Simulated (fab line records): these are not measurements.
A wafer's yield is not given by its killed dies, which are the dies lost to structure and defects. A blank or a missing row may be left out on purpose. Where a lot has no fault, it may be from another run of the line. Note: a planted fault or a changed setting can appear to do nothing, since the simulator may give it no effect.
fab line records	flow n5-finfet
record: lots: 24	wafers: 72	last-day: 18
route steps=1938 shown BEOL_M4@1089 BEOL_M5@1115
lots untouched by any fault: they come from a run of this same line in which no faults occurred
start-h: start of the lot's first displayed wafer, in hours after the record's first day	wait-h: hours elapsed since this lot's preceding step	" identical to the entry in the row above	L1.1+2: a row that stands for several wafers	- value missing, or start not given	* or withheld: withheld	< > ~ a bound
route shown NAME@n: NAME is a module with steps in the file, n the number in the route of the first one	usual: mean and standard deviation over wafers with no fault	same: alike in all rows	chamber/n: place in a boat	sites: per-site readings	_std_site: the values' standard deviation	_edge_site: mean of outer sites minus mean of inner sites	radius-mm: for every site, how far away it sits from the centre of the wafer	mask NAME#n: copy n	behind: tool/chamber where the wafer was last shaped	hold: why the lot was held/for how many hours/how that ended	device: whichever transistor did not switch (one of n, p or np)	end of line: tests of these same wafers at the route's end	a step with no rows: only its recipe	killed: at the first sort, the dies lost to defects and structure; wafer yield is something else	map: dies across one wafer; x = killed, . = not, _ = none there
set.NAME: the setting that was run; set.NAME@STEP: the one run at that earlier step	model.NAME: the simulator's own value behind a step, which no gauge read
one table for each step of the route and one row for each wafer, over a sample of lots
services: when a tool's chamber went out of use (start-h, in hours from the record's first day, below 0 if earlier), for how many hours, and the reason
== steps ==
step: N5_BEOL_M4_ANNEAL_82
recipe: temp-c: 400	time-s: 240	ambient: vacuum
usual: heater-power-w: 848/120
lot.wafer	tool	chamber	start-h	wait-h	heater-power-w
L074.3	pvd-sputter-01	-	157.93	0.0	714
L074.4	"	-	"	"	665
L074.5	"	-	"	"	960
L075.2	pvd-sputter-01	-	172.89	0.0	941
L075.5	"	-	"	"	680
L075.6	"	-	"	"	695
L076.4	pvd-sputter-03	-	174.69	0.0	759
L076.5	"	-	"	"	868
L076.6	"	-	"	"	782
L077.2	pvd-sputter-01	-	181.72	6.1	704
L077.3	"	-	"	"	691
L077.4	"	-	"	"	798
L079.4	pvd-sputter-01	-	183.56	0.0	978
L079.5	"	-	"	"	699
L079.6	"	-	"	"	670
L078.2	pvd-sputter-02	-	183.68	0.0	893
L078.4	"	-	"	"	850
L078.6	"	-	"	"	887
L080.2	pvd-sputter-01	-	207.54	0.0	812
L080.5	"	-	"	"	806
L080.6	"	-	"	"	966
L081.2	pvd-sputter-02	-	214.01	0.0	1074
L081.3	"	-	"	"	892
L081.5	"	-	"	"	1059
L082.2	pvd-sputter-03	-	227.50	0.0	884
L082.4	"	-	"	"	738
L082.5	"	-	"	"	870
L083.2	pvd-sputter-02	-	234.89	0.0	1061
L083.3	"	-	"	"	849
L083.6	"	-	"	"	1050
L084.1	pvd-sputter-02	-	237.87	0.0	1051
L084.5	"	-	"	"	891
L084.6	"	-	"	"	1064
L085.3	pvd-sputter-01	-	241.79	0.0	826
L085.4	"	-	"	"	970
L085.5	"	-	"	"	662
L086.2	pvd-sputter-01	-	243.67	0.0	705
L086.3	"	-	"	"	964
L086.5	"	-	"	"	665
L088.1	pvd-sputter-02	-	252.66	0.0	856
L088.2	"	-	"	"	1077
L088.3	"	-	"	"	862
L087.3	pvd-sputter-03	-	252.92	0.0	731
L087.5	"	-	"	"	765
L087.6	"	-	"	"	890
L089.1	pvd-sputter-03	-	266.43	0.0	873
L089.3	"	-	"	"	806
L089.6	"	-	"	"	860
L091.1	pvd-sputter-03	-	269.11	0.0	878
L091.3	"	-	"	"	908
L091.4	"	-	"	"	788
L090.2	pvd-sputter-01	-	272.27	0.0	795
L090.3	"	-	"	"	950
L090.6	"	-	"	"	948
L092.1	pvd-sputter-03	-	277.21	0.0	868
L092.3	"	-	"	"	738
L092.6	"	-	"	"	872
L093.1	pvd-sputter-02	-	289.85	0.0	880
L093.3	"	-	"	"	845
L093.6	"	-	"	"	1028
L094.2	pvd-sputter-03	-	290.58	0.0	764
L094.3	"	-	"	"	882
L094.6	"	-	"	"	879
L095.1	pvd-sputter-03	-	305.03	0.0	779
L095.2	"	-	"	"	862
L095.5	"	-	"	"	766
L096.1	pvd-sputter-01	-	307.58	0.0	960
L096.3	"	-	"	"	684
L096.4	"	-	"	"	817
L097.1	pvd-sputter-02	-	313.01	0.0	1065
L097.2	"	-	"	"	873
L097.5	"	-	"	"	865
step: N5_BEOL_M4_DEP_57
recipe: material: SiCN	target-thk-a: 80	temp-c: withheld	precursor: 3MS/NH3	pressure-torr: 3	rf-w: 202	time-s: 14
usual: showerhead-plenum-p-Torr: 3.666/0.012	throttle-valve-pct: 8.8/0.31
lot.wafer	tool	chamber	start-h	wait-h	showerhead-plenum-p-Torr	throttle-valve-pct
L074.3	pecvd-03	0	160.15	0.0	3.655	9.2
L074.4	"	1	"	"	3.686	8.5
L074.5	"	0	"	"	3.662	9.2
L075.2	pecvd-03	1	175.18	0.0	3.676	8.8
L075.5	"	2	"	"	3.680	8.9
L075.6	"	1	"	"	3.690	8.6
L076.4	pecvd-02	2	176.94	0.0	3.678	8.9
L076.5	"	0	"	"	3.653	8.7
L076.6	"	1	"	"	3.672	8.5
L077.2	pecvd-02	0	184.00	0.0	3.657	8.7
L077.3	"	2	"	"	3.669	8.7
L077.4	"	1	"	"	3.669	8.6
L079.4	pecvd-03	1	185.80	0.0	3.685	8.6
L079.5	"	2	"	"	3.677	8.7
L079.6	"	0	"	"	3.653	9.1
L078.2	pecvd-04	0	185.92	0.0	3.650	9.1
L078.4	"	2	"	"	3.650	8.6
L078.6	"	0	"	"	3.660	8.8
L080.2	pecvd-02	2	209.76	0.0	3.673	8.6
L080.5	"	0	"	"	3.657	8.5
L080.6	"	2	"	"	3.674	8.8
L081.2	pecvd-03	0	216.29	0.0	3.659	9.2
L081.3	"	1	"	"	3.684	8.7
L081.5	"	1	"	"	3.682	8.7
L082.2	pecvd-04	0	229.72	0.0	3.663	9.1
L082.4	"	2	"	"	3.659	8.9
L082.5	"	1	"	"	3.660	9.2
L083.2	pecvd-02	1	237.20	0.0	3.667	8.1
L083.3	"	2	"	"	3.681	9.1
L083.6	"	0	"	"	3.657	9.1
L084.1	pecvd-03	1	240.09	0.0	3.684	8.6
L084.5	"	0	"	"	3.654	9.2
L084.6	"	1	"	"	3.686	8.4
L085.3	pecvd-03	2	244.03	0.0	3.675	8.3
L085.4	"	2	"	"	3.671	8.2
L085.5	"	1	"	"	3.690	8.5
L086.2	pecvd-03	1	245.91	0.0	3.682	8.6
L086.3	"	2	"	"	3.659	8.4
L086.5	"	0	"	"	3.656	9.0
L088.1	pecvd-02	0	254.88	0.0	3.658	9.1
L088.2	"	2	"	"	3.666	8.9
L088.3	"	1	"	"	3.669	8.4
L087.3	pecvd-04	1	255.14	0.0	3.663	9.1
L087.5	"	1	"	"	3.653	9.0
L087.6	"	2	"	"	3.654	9.0
L089.1	pecvd-03	0	268.67	0.0	3.657	9.1
L089.3	"	1	"	"	3.685	8.5
L089.6	"	0	"	"	3.659	9.1
L091.1	pecvd-03	2	271.47	0.0	3.677	8.6
L091.3	"	0	"	"	3.657	9.0
L091.4	"	0	"	"	3.659	9.4
L090.2	pecvd-04	1	274.54	0.0	3.656	9.1
L090.3	"	2	"	"	3.651	8.8
L090.6	"	2	"	"	3.655	8.8
L092.1	pecvd-04	1	279.49	0.0	3.653	9.3
L092.3	"	2	"	"	3.654	8.6
L092.6	"	2	"	"	3.649	8.7
L093.1	pecvd-02	0	292.07	0.0	3.663	8.7
L093.3	"	2	"	"	3.671	9.2
L093.6	"	0	"	"	3.662	8.7
L094.2	pecvd-04	1	292.81	0.0	3.661	9.0
L094.3	"	2	"	"	3.637	8.9
L094.6	"	2	"	"	3.654	8.9
L095.1	pecvd-04	0	307.25	0.0	3.651	9.1
L095.2	"	1	"	"	3.667	9.0
L095.5	"	2	"	"	3.659	8.8
L096.1	pecvd-02	2	309.90	0.0	3.681	8.9
L096.3	"	1	"	"	3.665	8.3
L096.4	"	0	"	"	3.652	8.7
L097.1	pecvd-03	2	315.25	0.0	3.678	8.5
L097.2	"	1	"	"	3.683	8.8
L097.5	"	0	"	"	3.654	9.3
step: N5_BEOL_M4_INSPECT_59
recipe: inspect-instrument: darkfield	mode: post-dep
usual: raw-defect-count: 80/23
lot.wafer	tool	chamber	start-h	wait-h	raw-defect-count
L074.3	defect-inspect-02	-	160.24	0.0	101
L074.4	"	-	"	"	90
L074.5	"	-	"	"	87
L075.2	defect-inspect-02	-	175.27	0.0	81
L075.5	"	-	"	"	138
L075.6	"	-	"	"	96
L076.4	defect-inspect-02	-	177.02	0.0	71
L076.5	"	-	"	"	93
L076.6	"	-	"	"	111
L077.2	defect-inspect-02	-	184.09	0.0	65
L077.3	"	-	"	"	82
L077.4	"	-	"	"	78
L079.4	defect-inspect-02	-	185.87	0.0	51
L079.5	"	-	"	"	49
L079.6	"	-	"	"	45
L078.2	defect-inspect-02	-	186.01	0.0	55
L078.4	"	-	"	"	79
L078.6	"	-	"	"	64
L080.2	defect-inspect-01	-	209.86	0.0	53
L080.5	"	-	"	"	71
L080.6	"	-	"	"	55
L081.2	defect-inspect-02	-	216.40	0.0	52
L081.3	"	-	"	"	86
L081.5	"	-	"	"	61
L082.2	defect-inspect-01	-	229.81	0.0	82
L082.4	"	-	"	"	101
L082.5	"	-	"	"	83
L083.2	defect-inspect-01	-	237.29	0.0	124
L083.3	"	-	"	"	111
L083.6	"	-	"	"	123
L084.1	defect-inspect-02	-	240.19	0.0	53
L084.5	"	-	"	"	58
L084.6	"	-	"	"	59
L085.3	defect-inspect-02	-	244.12	0.0	60
L085.4	"	-	"	"	67
L085.5	"	-	"	"	35
L086.2	defect-inspect-02	-	246.00	0.0	52
L086.3	"	-	"	"	94
L086.5	"	-	"	"	64
L088.1	defect-inspect-01	-	254.97	0.0	82
L088.2	"	-	"	"	103
L088.3	"	-	"	"	82
L087.3	defect-inspect-01	-	255.24	0.0	71
L087.5	"	-	"	"	69
L087.6	"	-	"	"	132
L089.1	defect-inspect-01	-	268.76	0.0	66
L089.3	"	-	"	"	64
L089.6	"	-	"	"	69
L091.1	defect-inspect-02	-	271.56	0.0	67
L091.3	"	-	"	"	72
L091.4	"	-	"	"	46
L090.2	defect-inspect-02	-	274.64	0.0	61
L090.3	"	-	"	"	72
L090.6	"	-	"	"	148
L092.1	defect-inspect-01	-	279.58	0.0	88
L092.3	"	-	"	"	122
L092.6	"	-	"	"	66
L093.1	defect-inspect-01	-	292.16	0.0	83
L093.3	"	-	"	"	50
L093.6	"	-	"	"	106
L094.2	defect-inspect-01	-	292.90	0.0	96
L094.3	"	-	"	"	101
L094.6	"	-	"	"	78
L095.1	defect-inspect-01	-	307.34	0.0	87
L095.2	"	-	"	"	66
L095.5	"	-	"	"	55
L096.1	defect-inspect-01	-	310.00	0.0	134
L096.3	"	-	"	"	63
L096.4	"	-	"	"	65
L097.1	defect-inspect-02	-	315.34	0.0	110
L097.2	"	-	"	"	83
L097.5	"	-	"	"	64
step: N5_BEOL_M5_PECVD_70
recipe: material: SiO2	target-thk-a: 160	temp-c: 400	precursor: TEOS/O2	pressure-torr: 5.5	rf-w: 450	teos-flow-sccm: 53.8	gas: O2	flow-sccm: 3000	time-s: 18
usual: heater-power-w: 654/50	showerhead-plenum-p-Torr: 8.76/0.042	throttle-valve-pct: 22.0/0.81
lot.wafer	tool	chamber	start-h	wait-h	heater-power-w	showerhead-plenum-p-Torr	throttle-valve-pct
L074.3	pecvd-02	0	161.88	0.1	618	8.76	21.8
L074.4	"	1	"	"	687	8.81	20.5
L074.5	"	1	"	"	677	8.81	20.4
L075.2	pecvd-04	2	176.87	0.0	698	8.71	21.6
L075.5	"	2	"	"	711	8.71	21.4
L075.6	"	0	"	"	663	8.74	22.1
L076.4	pecvd-01	2	178.70	0.1	634	8.80	22.0
L076.5	"	1	"	"	636	8.75	22.9
L076.6	"	0	"	"	689	8.75	23.6
L077.2	pecvd-02	0	185.69	0.0	582	8.73	21.8
L077.3	"	1	"	"	746	8.80	20.6
L077.4	"	1	"	"	756	8.77	20.5
L079.4	pecvd-02	0	187.49	0.1	629	8.76	21.7
L079.5	"	1	"	"	762	8.79	20.8
L079.6	"	2	"	"	629	8.83	21.7
L078.2	pecvd-02	0	188.09	0.0	587	8.74	21.9
L078.4	"	0	"	"	573	8.74	21.9
L078.6	"	2	"	"	652	8.84	21.6
L080.2	pecvd-02	1	211.45	0.0	626	8.82	20.4
L080.5	"	1	"	"	610	8.80	20.8
L080.6	"	2	"	"	609	8.82	21.7
L081.2	pecvd-01	2	218.01	0.0	607	8.79	22.0
L081.3	"	1	"	"	658	8.72	22.9
L081.5	"	1	"	"	652	8.76	23.2
L082.2	pecvd-04	1	231.41	0.0	595	8.74	22.5
L082.4	"	1	"	"	579	8.75	22.6
L082.5	"	0	"	"	720	8.71	22.2
L083.2	pecvd-04	1	238.90	0.0	649	8.75	22.6
L083.3	"	2	"	"	670	8.71	21.7
L083.6	"	1	"	"	636	8.76	22.8
L084.1	pecvd-04	1	241.78	0.0	671	8.75	22.5
L084.5	"	2	"	"	663	8.73	21.9
L084.6	"	0	"	"	736	8.73	22.4
L085.3	pecvd-02	2	245.72	0.0	599	8.83	21.8
L085.4	"	0	"	"	633	8.74	22.0
L085.5	"	2	"	"	599	8.84	21.7
L086.2	pecvd-02	0	247.60	0.0	593	8.77	21.8
L086.3	"	2	"	"	646	8.84	22.0
L086.5	"	0	"	"	586	8.74	21.7
L088.1	pecvd-04	2	256.57	0.0	692	8.73	22.1
L088.2	"	1	"	"	686	8.75	22.6
L088.3	"	0	"	"	682	8.72	22.4
L087.3	pecvd-02	1	256.83	0.0	665	8.81	20.8
L087.5	"	1	"	"	676	8.78	20.7
L087.6	"	2	"	"	686	8.83	21.8
L089.1	pecvd-01	2	270.36	0.0	619	8.79	22.1
L089.3	"	0	"	"	636	8.72	23.8
L089.6	"	0	"	"	637	8.73	23.6
L091.1	pecvd-02	2	273.16	0.0	675	8.82	21.8
L091.3	"	0	"	"	620	8.73	22.0
L091.4	"	1	"	"	729	8.80	20.3
L090.2	pecvd-02	0	277.25	0.0	575	8.73	21.7
L090.3	"	1	"	"	747	8.80	20.2
L090.6	"	0	"	"	591	8.75	21.8
L092.1	pecvd-02	2	281.18	0.0	649	8.84	22.0
L092.3	"	0	"	"	582	8.73	21.6
L092.6	"	2	"	"	647	8.84	21.8
L093.1	pecvd-04	2	293.77	0.0	648	8.70	21.9
L093.3	"	1	"	"	626	8.76	22.6
L093.6	"	1	"	"	607	8.76	22.7
L094.2	pecvd-04	0	294.50	0.0	633	8.73	22.5
L094.3	"	1	"	"	594	8.78	22.6
L094.6	"	2	"	"	690	8.73	21.7
L095.1	pecvd-01	2	308.94	0.0	561	8.76	22.1
L095.2	"	1	"	"	613	8.75	23.0
L095.5	"	2	"	"	555	8.76	21.9
L096.1	pecvd-04	2	311.59	0.0	694	8.71	21.8
L096.3	"	1	"	"	658	8.76	22.4
L096.4	"	2	"	"	692	8.71	22.0
L097.1	pecvd-04	2	316.94	0.0	700	8.69	21.8
L097.2	"	0	"	"	735	8.72	22.4
L097.5	"	2	"	"	721	8.73	22.1
step: N5_BEOL_M5_CD_MEAS_11
recipe: target-cd-nm: 27.74	landing-energy-ev: 500	detector: se-inlens
usual: cd-nm: 27.95/0.24
lot.wafer	tool	chamber	start-h	wait-h	cd-nm
L074.3	cd-sem-03	0	163.22	-	28.39
L074.4	"	0	"	"	27.99
L074.5	"	0	"	"	28.40
L075.2	cd-sem-03	0	178.61	-	27.86
L075.5	"	0	"	"	27.85
L075.6	"	0	"	"	27.53
L076.4	cd-sem-01	0	179.13	-	27.86
L076.5	"	0	"	"	27.79
L076.6	"	0	"	"	27.84
L077.2	cd-sem-03	0	186.40	-	27.87
L077.3	"	0	"	"	28.04
L077.4	"	0	"	"	27.67
L079.4	cd-sem-02	0	189.02	-	27.60
L079.5	"	0	"	"	27.82
L079.6	"	0	"	"	27.64
L078.2	cd-sem-02	0	189.27	-	27.93
L078.4	"	0	"	"	27.73
L078.6	"	0	"	"	28.16
L080.2	cd-sem-02	0	212.49	-	28.24
L080.5	"	0	"	"	28.25
L080.6	"	0	"	"	28.35
L081.2	cd-sem-01	0	218.91	-	27.68
L081.3	"	0	"	"	27.80
L081.5	"	0	"	"	27.74
L082.2	cd-sem-02	0	232.36	-	28.29
L082.4	"	0	"	"	27.63
L082.5	"	0	"	"	27.95
L083.2	cd-sem-03	0	240.38	-	27.83
L083.3	"	0	"	"	28.00
L083.6	"	0	"	"	27.90
L084.1	cd-sem-01	0	243.10	-	28.20
L084.5	"	0	"	"	27.79
L084.6	"	0	"	"	27.74
L085.3	cd-sem-02	0	248.59	-	27.72
L085.4	"	0	"	"	27.73
L085.5	"	0	"	"	27.85
L086.2	cd-sem-02	0	249.49	-	27.98
L086.3	"	0	"	"	27.84
L086.5	"	0	"	"	27.75
L088.1	cd-sem-02	0	259.17	-	28.08
L088.2	"	0	"	"	28.37
L088.3	"	0	"	"	28.18
L087.3	cd-sem-03	0	259.40	-	27.65
L087.5	"	0	"	"	27.80
L087.6	"	0	"	"	28.01
L089.1	cd-sem-02	0	271.26	-	28.27
L089.3	"	0	"	"	28.07
L089.6	"	0	"	"	28.03
L091.1	cd-sem-03	0	274.68	-	27.73
L091.3	"	0	"	"	28.33
L091.4	"	0	"	"	28.21
L090.2	cd-sem-03	0	277.89	-	28.14
L090.3	"	0	"	"	28.36
L090.6	"	0	"	"	28.27
L092.1	cd-sem-01	0	282.77	-	28.04
L092.3	"	0	"	"	27.85
L092.6	"	0	"	"	28.25
L093.1	cd-sem-01	0	294.84	-	28.37
L093.3	"	0	"	"	27.86
L093.6	"	0	"	"	27.88
L094.2	cd-sem-01	0	295.25	-	27.54
L094.3	"	0	"	"	27.73
L094.6	"	0	"	"	28.38
L095.1	cd-sem-03	0	310.32	-	28.15
L095.2	"	0	"	"	27.85
L095.5	"	0	"	"	28.16
L096.1	cd-sem-03	0	312.79	-	27.88
L096.3	"	0	"	"	27.83
L096.4	"	0	"	"	27.99
L097.1	cd-sem-01	0	319.43	-	28.07
L097.2	"	0	"	"	27.70
L097.5	"	0	"	"	28.05
step: N5_BEOL_M5_OVL_MEAS_29
recipe: points-per-wafer: 522
usual: V4_OVL: -0.1/0.57
lot.wafer	tool	chamber	start-h	wait-h	V4_OVL[nm]
L074.3	overlay-02	0	167.35	0.0	1.2
L074.4	"	0	"	"	-0.4
L074.5	"	0	"	"	1.1
L076.4	overlay-01	0	181.24	0.0	0.1
L076.5	"	0	"	"	1.4
L076.6	"	0	"	"	0.8
L075.2	overlay-02	0	181.27	0.0	0.5
L075.5	"	0	"	"	1.1
L075.6	"	0	"	"	0.6
L077.2	overlay-02	0	188.90	0.0	-0.3
L077.3	"	0	"	"	0.0
L077.4	"	0	"	"	0.0
L079.4	overlay-01	0	194.03	0.0	0.6
L079.5	"	0	"	"	-0.2
L079.6	"	0	"	"	-0.4
L078.2	overlay-01	0	194.20	0.0	-0.2
L078.4	"	0	"	"	-0.2
L078.6	"	0	"	"	0.6
L080.2	overlay-01	0	213.39	0.0	-0.4
L080.5	"	0	"	"	0.4
L080.6	"	0	"	"	0.0
L081.2	overlay-01	0	220.44	0.0	0.9
L081.3	"	0	"	"	0.3
L081.5	"	0	"	"	-0.3
L082.2	overlay-02	0	233.45	0.0	-0.1
L082.4	"	0	"	"	-0.2
L082.5	"	0	"	"	0.8
L083.2	overlay-02	0	241.52	0.0	-0.2
L083.3	"	0	"	"	-0.5
L083.6	"	0	"	"	-0.2
L084.1	overlay-01	0	244.89	0.0	0.2
L084.5	"	0	"	"	0.0
L084.6	"	0	"	"	-0.2
L086.2	overlay-02	0	250.39	0.0	0.1
L086.3	"	0	"	"	0.6
L086.5	"	0	"	"	0.1
L085.3	overlay-02	0	250.57	0.0	-0.1
L085.4	"	0	"	"	-0.1
L085.5	"	0	"	"	0.1
L088.1	overlay-02	0	260.28	0.0	-0.1
L088.2	"	0	"	"	0.3
L088.3	"	0	"	"	0.1
L087.3	overlay-01	0	260.57	0.0	-0.1
L087.5	"	0	"	"	-0.3
L087.6	"	0	"	"	-0.5
L089.1	overlay-01	0	273.19	0.0	0.5
L089.3	"	0	"	"	-0.1
L089.6	"	0	"	"	0.0
L091.1	overlay-01	0	276.37	0.0	-0.6
L091.3	"	0	"	"	-0.8
L091.4	"	0	"	"	-0.6
L090.2	overlay-01	0	281.20	0.0	-0.8
L090.3	"	0	"	"	-0.2
L090.6	"	0	"	"	-0.8
L092.1	overlay-01	0	286.26	0.0	0.4
L092.3	"	0	"	"	0.0
L092.6	"	0	"	"	0.5
L093.1	overlay-02	0	296.75	0.0	-0.5
L093.3	"	0	"	"	-0.7
L093.6	"	0	"	"	-1.2
L094.2	overlay-02	0	296.93	0.0	0.4
L094.3	"	0	"	"	0.8
L094.6	"	0	"	"	0.6
L095.1	overlay-02	0	311.79	0.0	-0.6
L095.2	"	0	"	"	0.5
L095.5	"	0	"	"	1.1
L096.1	overlay-02	0	314.45	0.0	-0.8
L096.3	"	0	"	"	-0.2
L096.4	"	0	"	"	-0.3
L097.1	overlay-02	0	321.42	0.0	-1.1
L097.2	"	0	"	"	-0.6
L097.5	"	0	"	"	-1.0
== services ==
tool	chamber	start-h	hours	kind
pecvd-02	1	143.90	5.5	scheduled-down
pecvd-02	2	156.89	8.1	repair
pecvd-03	1	162.07	2.1	scheduled-down
pecvd-02	0	170.43	5.5	scheduled-down
pecvd-03	1	194.54	5.5	scheduled-down
pecvd-04	2	202.20	2.1	scheduled-down
pecvd-03	2	202.38	-	clean
pecvd-03	2	202.38	-	consumable-replace:showerhead
pecvd-03	2	202.38	29.0	scheduled-down
pecvd-03	2	202.38	29.0	vent-cycle
pecvd-01	2	230.65	5.5	scheduled-down
pecvd-01	-	255.84	5.9	repair
pecvd-04	1	285.89	2.1	scheduled-down
== key ==
fault none
